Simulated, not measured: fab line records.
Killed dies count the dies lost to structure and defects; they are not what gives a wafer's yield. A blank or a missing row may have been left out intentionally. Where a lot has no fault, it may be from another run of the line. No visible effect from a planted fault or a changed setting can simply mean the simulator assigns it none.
Chamber matching -- flow n5_finfet -- rie_diel-05 running N5_BEOL_M3_DESCUM_33: 4 sister chambers
The step chemistry O2, time 7 s. 4 wafers are shown with their chamber, then 8 later ones without.

WAFERS PAIRED WITH THEIR CHAMBERS
wafer,chamber,drypump_motor_current_A (A)
L076.6,2,5.3
L079.6,1,6.7
L080.4,0,6.7
L088.2,3,4.9

WAFERS WHOSE CHAMBER IS MISSING
wafer,drypump_motor_current_A (A)
L088.3,6.7
L088.5,5.3
L089.3,6.7
L089.5,5.3
L089.6,5.0
L090.1,6.7
L090.3,6.7
L090.6,5.0

WHICH CHAMBER EACH ONE RAN IN
wafer,from the rows above,in truth
L088.3,can't be placed: 0 or 1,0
L088.5,2,2
L089.3,can't be placed: 0 or 1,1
L089.5,2,2
L089.6,3,3
L090.1,can't be placed: 0 or 1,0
L090.3,can't be placed: 0 or 1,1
L090.6,3,3
Placed correctly: 4 of 8. Can't be placed from these rows: 4 (the true chamber is among the candidates in 4). Number placed wrongly: 0.
How it was worked out, from the rows above alone: a wafer's distance from a chamber is the root of the sum, over the readings, of the square of ((its reading less the chamber's mean) divided by the reading's scatter). If the next closest chamber is less than 2 further off than the closest, the wafer can't be placed; otherwise it belongs to the closest. A chamber's mean is the mean of its shown wafers. The scatter (one wafer shown for each chamber): square how far every hidden wafer sits from the nearest shown wafer, average those squares and take the square root.
